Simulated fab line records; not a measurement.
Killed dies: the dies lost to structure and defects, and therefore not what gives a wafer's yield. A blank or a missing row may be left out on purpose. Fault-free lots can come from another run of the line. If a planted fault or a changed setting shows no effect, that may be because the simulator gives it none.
Chamber matching || flow n5_finfet || N5_BEOL_M13_ETCH_59 on rie_diel-06: 4 sister chambers
The step etches BARC in N2/H2, target depth 89 nm, overetch 26.7 nm, time 67.9 s. 27 wafers are shown with their chamber, then 12 later ones without.

## EACH WAFER AND ITS CHAMBER
{"wafer": "L077.2", "chamber": 0, "showerhead_plenum_p_Torr (Torr)": 2.41, "drypump_motor_current_A (A)": 6.2, "throttle_valve_pct (%)": 18.00}
{"wafer": "L077.3", "chamber": 2, "showerhead_plenum_p_Torr (Torr)": 2.48, "drypump_motor_current_A (A)": 4.9, "throttle_valve_pct (%)": 17.49}
{"wafer": "L077.6", "chamber": 0, "showerhead_plenum_p_Torr (Torr)": 2.41, "drypump_motor_current_A (A)": 6.2, "throttle_valve_pct (%)": 18.01}
{"wafer": "L078.2", "chamber": 2, "showerhead_plenum_p_Torr (Torr)": 2.48, "drypump_motor_current_A (A)": 5.0, "throttle_valve_pct (%)": 17.50}
{"wafer": "L078.3", "chamber": 0, "showerhead_plenum_p_Torr (Torr)": 2.40, "drypump_motor_current_A (A)": 6.2, "throttle_valve_pct (%)": 18.00}
{"wafer": "L078.6", "chamber": 1, "showerhead_plenum_p_Torr (Torr)": 2.49, "drypump_motor_current_A (A)": 5.1, "throttle_valve_pct (%)": 17.81}
{"wafer": "L080.1", "chamber": 2, "showerhead_plenum_p_Torr (Torr)": 2.48, "drypump_motor_current_A (A)": 4.9, "throttle_valve_pct (%)": 17.51}
{"wafer": "L080.4", "chamber": 0, "showerhead_plenum_p_Torr (Torr)": 2.40, "drypump_motor_current_A (A)": 6.3, "throttle_valve_pct (%)": 18.03}
{"wafer": "L080.5", "chamber": 3, "showerhead_plenum_p_Torr (Torr)": 2.65, "drypump_motor_current_A (A)": 5.7, "throttle_valve_pct (%)": 17.77}
{"wafer": "L081.3", "chamber": 1, "showerhead_plenum_p_Torr (Torr)": 2.49, "drypump_motor_current_A (A)": 5.1, "throttle_valve_pct (%)": 17.82}
{"wafer": "L081.4", "chamber": 0, "showerhead_plenum_p_Torr (Torr)": 2.40, "drypump_motor_current_A (A)": 6.2, "throttle_valve_pct (%)": 18.03}
{"wafer": "L081.6", "chamber": 3, "showerhead_plenum_p_Torr (Torr)": 2.65, "drypump_motor_current_A (A)": 5.7, "throttle_valve_pct (%)": 17.77}
{"wafer": "L085.3", "chamber": 3, "showerhead_plenum_p_Torr (Torr)": 2.64, "drypump_motor_current_A (A)": 5.7, "throttle_valve_pct (%)": 17.80}
{"wafer": "L085.5", "chamber": 2, "showerhead_plenum_p_Torr (Torr)": 2.48, "drypump_motor_current_A (A)": 5.0, "throttle_valve_pct (%)": 17.50}
{"wafer": "L085.6", "chamber": 1, "showerhead_plenum_p_Torr (Torr)": 2.49, "drypump_motor_current_A (A)": 5.1, "throttle_valve_pct (%)": 17.82}
{"wafer": "L083.1", "chamber": 3, "showerhead_plenum_p_Torr (Torr)": 2.64, "drypump_motor_current_A (A)": 5.7, "throttle_valve_pct (%)": 17.77}
{"wafer": "L083.2", "chamber": 0, "showerhead_plenum_p_Torr (Torr)": 2.40, "drypump_motor_current_A (A)": 6.2, "throttle_valve_pct (%)": 18.04}
{"wafer": "L083.3", "chamber": 1, "showerhead_plenum_p_Torr (Torr)": 2.49, "drypump_motor_current_A (A)": 5.1, "throttle_valve_pct (%)": 17.84}
{"wafer": "L083.4", "chamber": 2, "showerhead_plenum_p_Torr (Torr)": 2.48, "drypump_motor_current_A (A)": 5.0, "throttle_valve_pct (%)": 17.53}
{"wafer": "L083.5", "chamber": 3, "showerhead_plenum_p_Torr (Torr)": 2.64, "drypump_motor_current_A (A)": 5.7, "throttle_valve_pct (%)": 17.77}
{"wafer": "L083.6", "chamber": 0, "showerhead_plenum_p_Torr (Torr)": 2.40, "drypump_motor_current_A (A)": 6.2, "throttle_valve_pct (%)": 18.03}
{"wafer": "L087.1", "chamber": 3, "showerhead_plenum_p_Torr (Torr)": 2.64, "drypump_motor_current_A (A)": 5.7, "throttle_valve_pct (%)": 17.78}
{"wafer": "L087.2", "chamber": 0, "showerhead_plenum_p_Torr (Torr)": 2.40, "drypump_motor_current_A (A)": 6.2, "throttle_valve_pct (%)": 18.05}
{"wafer": "L087.3", "chamber": 2, "showerhead_plenum_p_Torr (Torr)": 2.48, "drypump_motor_current_A (A)": 5.0, "throttle_valve_pct (%)": 17.53}
{"wafer": "L087.4", "chamber": 2, "showerhead_plenum_p_Torr (Torr)": 2.48, "drypump_motor_current_A (A)": 5.0, "throttle_valve_pct (%)": 17.53}
{"wafer": "L087.5", "chamber": 3, "showerhead_plenum_p_Torr (Torr)": 2.64, "drypump_motor_current_A (A)": 5.7, "throttle_valve_pct (%)": 17.79}
{"wafer": "L087.6", "chamber": 0, "showerhead_plenum_p_Torr (Torr)": 2.40, "drypump_motor_current_A (A)": 6.3, "throttle_valve_pct (%)": 18.05}

SIGNATURES (means of the wafers above)
{"reading": "showerhead_plenum_p_Torr", "chamber 0": 2.4022, "chamber 1": 2.4900, "chamber 2": 2.4800, "chamber 3": 2.6429, "scatter within a chamber": 0.0036}
{"reading": "drypump_motor_current_A", "chamber 0": 6.222, "chamber 1": 5.100, "chamber 2": 4.971, "chamber 3": 5.700, "scatter within a chamber": 0.036}
{"reading": "throttle_valve_pct", "chamber 0": 18.0267, "chamber 1": 17.8225, "chamber 2": 17.5129, "chamber 3": 17.7786, "scatter within a chamber": 0.0163}
Rule: a wafer lies at a distance from a chamber equal to the root of the sum of squares, over the readings, of (its reading less the chamber's mean, divided by the reading's scatter). If the next closest chamber is less than 2 further off than the closest, the wafer can't be placed; otherwise it belongs to the closest. How the scatter is found: for the shown wafers, subtract from each reading the mean of its chamber, square and add these, divide the total by (wafers less chambers), then take the root.

## WAFERS MISSING THEIR CHAMBER
{"wafer": "L093.2", "showerhead_plenum_p_Torr (Torr)": 2.49, "drypump_motor_current_A (A)": 5.1, "throttle_valve_pct (%)": 17.40}
{"wafer": "L093.4", "showerhead_plenum_p_Torr (Torr)": 2.64, "drypump_motor_current_A (A)": 5.7, "throttle_valve_pct (%)": 17.82}
{"wafer": "L093.6", "showerhead_plenum_p_Torr (Torr)": 2.39, "drypump_motor_current_A (A)": 6.2, "throttle_valve_pct (%)": 18.07}
{"wafer": "L091.3", "showerhead_plenum_p_Torr (Torr)": 2.39, "drypump_motor_current_A (A)": 6.3, "throttle_valve_pct (%)": 18.06}
{"wafer": "L091.5", "showerhead_plenum_p_Torr (Torr)": 2.64, "drypump_motor_current_A (A)": 5.8, "throttle_valve_pct (%)": 17.81}
{"wafer": "L091.6", "showerhead_plenum_p_Torr (Torr)": 2.47, "drypump_motor_current_A (A)": 5.0, "throttle_valve_pct (%)": 17.53}
{"wafer": "L096.1", "showerhead_plenum_p_Torr (Torr)": 2.39, "drypump_motor_current_A (A)": 6.2, "throttle_valve_pct (%)": 18.09}
{"wafer": "L096.2", "showerhead_plenum_p_Torr (Torr)": 2.48, "drypump_motor_current_A (A)": 5.1, "throttle_valve_pct (%)": 17.42}
{"wafer": "L096.3", "showerhead_plenum_p_Torr (Torr)": 2.63, "drypump_motor_current_A (A)": 5.7, "throttle_valve_pct (%)": 17.83}
{"wafer": "L096.4", "showerhead_plenum_p_Torr (Torr)": 2.47, "drypump_motor_current_A (A)": 5.0, "throttle_valve_pct (%)": 17.57}
{"wafer": "L096.5", "showerhead_plenum_p_Torr (Torr)": 2.48, "drypump_motor_current_A (A)": 5.1, "throttle_valve_pct (%)": 17.42}
{"wafer": "L096.6", "showerhead_plenum_p_Torr (Torr)": 2.47, "drypump_motor_current_A (A)": 5.0, "throttle_valve_pct (%)": 17.58}

## EACH ONE'S CHAMBER
{"wafer": "L093.2", "from the rows above": 2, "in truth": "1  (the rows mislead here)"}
{"wafer": "L093.4", "from the rows above": 3, "in truth": 3}
{"wafer": "L093.6", "from the rows above": 0, "in truth": 0}
{"wafer": "L091.3", "from the rows above": 0, "in truth": 0}
{"wafer": "L091.5", "from the rows above": 3, "in truth": 3}
{"wafer": "L091.6", "from the rows above": 2, "in truth": 2}
{"wafer": "L096.1", "from the rows above": 0, "in truth": 0}
{"wafer": "L096.2", "from the rows above": 2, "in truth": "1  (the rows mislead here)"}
{"wafer": "L096.3", "from the rows above": 3, "in truth": 3}
{"wafer": "L096.4", "from the rows above": 2, "in truth": 2}
{"wafer": "L096.5", "from the rows above": 2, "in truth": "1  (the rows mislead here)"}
{"wafer": "L096.6", "from the rows above": 2, "in truth": 2}
Correct placement for 9 of the 12. Left unplaced by these rows: 0. Number placed wrongly: 3.
